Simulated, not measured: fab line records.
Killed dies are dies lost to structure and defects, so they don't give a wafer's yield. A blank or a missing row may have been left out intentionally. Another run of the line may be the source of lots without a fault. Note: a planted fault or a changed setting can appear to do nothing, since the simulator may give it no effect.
Comparing a struck lot with a sound one :: flow n5Finfet :: 32 steps out of a route of 1938
Sound: wafers L883.2, L883.4, L883.5. The struck wafers were L886.1, L886.3, L886.4. At the end, the cause is stated.
Per side, at each step with rows, come the tool, then ch with its chambers, and then its first start. Under that, the readings that differ: sound wafers :: struck wafers :: difference of the means :: sigmas: that difference in standard deviations of wafers without a fault.
alike: same words and numbers on both sides, and readings whose means sit less than 2 such deviations apart. not compared: any withheld reading, any reading some wafer has no value for, any bound like >300 that may hide the same value, and any number with overlapping values for which the record gives no deviation.
The two part at a step that has a row with sigmas, a row that says differs or no value, or rows on one side only. Numbers that have no deviation but don't overlap get no sigmas and don't part them. A reading missing from all wafers of one side parts the sides only when that side holds two or more wafers.

first, 2 steps without rows for these wafers: N5_HKMG_FIN_WET_ETCH_77 (etches La2O3 in dHCl, stops on HfO2, target depth 2 nm); N5_HKMG_FIN_WET_ETCH_78 (etches Al2O3 in dNH4OH, stops on La2O3, target depth 4.5 nm, rinse time 30 s).
N5_HKMG_FIN_ALD_79: deposits TiN, target thk 1.5 nm, pulse time 1 s, purge time 3 s.
  sound on aldMetal-04 ch 0,1, day 5 04:04; struck on aldMetal-03 ch 0,2,3, day 5 21:40
  alike: heaterPowerW, precursorPulseHeightRel, susceptorTempC
then, 6 steps without rows for these wafers: N5_HKMG_FIN_CVD_62 (deposits a-Si from Si2H6, target thk 3 nm, time 20.8 s); N5_HKMG_FIN_RTA_80 (time 2 s); N5_HKMG_FIN_PRECLEAN_64 (cleans in dHF, time 30 s); N5_HKMG_FIN_WET_ETCH_65 (etches a-Si in TMAH, stops on TiN, time 49 s, target depth 3 nm); N5_HKMG_FIN_WET_ETCH_81 (etches TiN in SC1, stops on HfO2, time 57 s, target depth 6 nm); N5_HKMG_FIN_WET_ETCH_82 (etches La2O3 in dHCl, stops on HfO2, target depth 2 nm, rinse time 30 s).
N5_HKMG_FIN_ALD_36: deposits TiN, target thk 1 nm, pulse time 1 s, purge time 3 s.
  sound on aldMetal-04 ch 0,1,2, day 5 04:58; struck on aldMetal-02 ch 0,1,2, day 5 22:29
  alike: heaterPowerW, precursorPulseHeightRel, susceptorTempC
N5_HKMG_FIN_THK_MEAS_70: measures by xrf.
  sound: filmMetro-01 at day 5 05:15; struck: filmMetro-01 at day 5 22:46
  alike: HK_THK
then, 1 step without rows for these wafers: N5_HKMG_FIN_PWFM_ALD_03 (deposits TiN, target thk 2 nm, pulse time 1 s, purge time 3 s).
N5_HKMG_FIN_COAT_29: time 60 s, resist thk 300 nm.
  sound on lithoTrack-02 ch 0, day 5 05:45; struck on lithoTrack-02 ch 0, day 5 23:16
reading: spinSpeedRpm (rpm)
sound: 1500.1 1499.8 1500.5
struck: 1682.5 1683.1 1681.8
difference: +182.3
sigmas: +99 or more

reading: model.SOC_of_HKMG_FIN_COAT_29.thkNm (nm)
sound: 300.2 299.8 300.6
struck: 285.2 284.8 285.2
difference: -15.1
sigmas: 
then, 7 steps without rows for these wafers: N5_HKMG_FIN_COAT_30 (time 60 s, resist thk 35 nm); N5_HKMG_FIN_COAT_06 (resist thk 90 nm); N5_HKMG_FIN_EBR_08; N5_HKMG_FIN_SOFTBAKE_07 (time 60 s); N5_HKMG_FIN_EXPOSE_09 (exposes mask NWFM); N5_HKMG_FIN_PEB_10 (peb time 60 s); N5_HKMG_FIN_DEVELOP_11 (develop time 30 s).
N5_HKMG_FIN_CD_MEAS_12 targets a cd of 92.8 nm.
  sound on cdSem-03 ch 0, day 5 06:00; struck on cdSem-01 ch 0, day 5 23:38
  alike: cdNm
N5_HKMG_FIN_OVL_MEAS_13:
  sound on overlay-01 ch 0, day 5 06:02; struck on overlay-01 ch 0, day 5 23:40
  alike: NWFM_OVL
N5_HKMG_FIN_INSPECT_14: inspects for defects (macro).
  sound: defectInspect-01 at day 5 06:03; struck: defectInspect-02 at day 5 23:41
  alike: rawDefectCount
then, 1 step without rows for these wafers: N5_HKMG_FIN_DESCUM_17 (chemistry O2, time 7.9 s).
N5_HKMG_FIN_ETCH_31: etches SiARC in CF4, target depth 45.5 nm, time 75.8 s.
  sound on rieDiel-05 ch 0,1, day 5 06:36; struck on rieDiel-01 ch 0,1,2, day 5 23:46
  alike: drypumpMotorCurrentA, etchRfOnTimeS, oesProductAu, rfVppV, showerheadPlenumPTorr, throttleValvePct
  not compared: rfHoursCounterH
N5_HKMG_FIN_ETCH_32: etches SOC in N2/H2, target depth 240 nm, time 300 s.
  sound on rieDiel-05 ch 0,1, day 5 06:40; struck on rieDiel-01 ch 0,1,2, day 5 23:49
reading: oesProductAu (a.u.)
sound: 0.71 0.68 0.68
struck: 0.95 0.93 0.80
difference: +0.20
sigmas: +2
  alike: drypumpMotorCurrentA, h2FlowSccm, rfVppV, showerheadPlenumPTorr, tempC, throttleValvePct
  not compared: rfHoursCounterH
then, 2 steps without rows for these wafers: N5_HKMG_FIN_STRIP_33 (strips in N2/H2); N5_HKMG_FIN_STRIP_34 (strips in CF4).
N5_HKMG_FIN_ETCH_35: etches SOC in N2/H2, target depth 215.8 nm, time 243.4 s.
  sound on rieDiel-05 ch 0,1, day 5 06:52; struck on rieDiel-01 ch 0,1,2, day 6 00:01
reading: oesProductAu (a.u.)
sound: 0.71 0.68 0.67
struck: 0.95 0.93 0.80
difference: +0.21
sigmas: +2
  alike: drypumpMotorCurrentA, h2FlowSccm, rfVppV, showerheadPlenumPTorr, throttleValvePct
  not compared: rfHoursCounterH
N5_HKMG_FIN_STRIP_92: strips SOC in N2/H2, time 20 s.
  sound on rieDiel-05 ch 0,1, day 5 07:01; struck on rieDiel-01 ch 0,1,2, day 6 00:10
reading: model.SOC_of_HKMG_FIN_COAT_29.thkNm (nm)
sound: 74.4 90.4 88.8
struck: 51.4 59.2 64.6
difference: -26.1
sigmas: 
  alike: drypumpMotorCurrentA, h2FlowSccm, oesProductAu, rfVppV, showerheadPlenumPTorr, tempC, throttleValvePct
  not compared: rfHoursCounterH
then, 1 step without rows for these wafers: N5_HKMG_FIN_WET_ETCH_18 (etches TiN in SC1, time 55 s, target depth 5.2 nm, rinse time 30 s).
-- here the record skips 8 days between the struck wafers' starts before and after, leaving off in module HKMG_FIN and picking up in module PASSIVATION (first step shown: number 1936 of the route) --
N5_PASSIVATION_PROBE_49:
  record: rows for the struck wafers here (prober-02, day 13 14:52), none for the sound ones

WHERE THEY PART
At N5_HKMG_FIN_COAT_29 first; at N5_PASSIVATION_PROBE_49 last (within this record only).

WHY: what the simulator had put in
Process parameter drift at N5_HKMG_FIN_COAT_29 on lithoTrack-02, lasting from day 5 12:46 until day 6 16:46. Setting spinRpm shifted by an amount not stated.
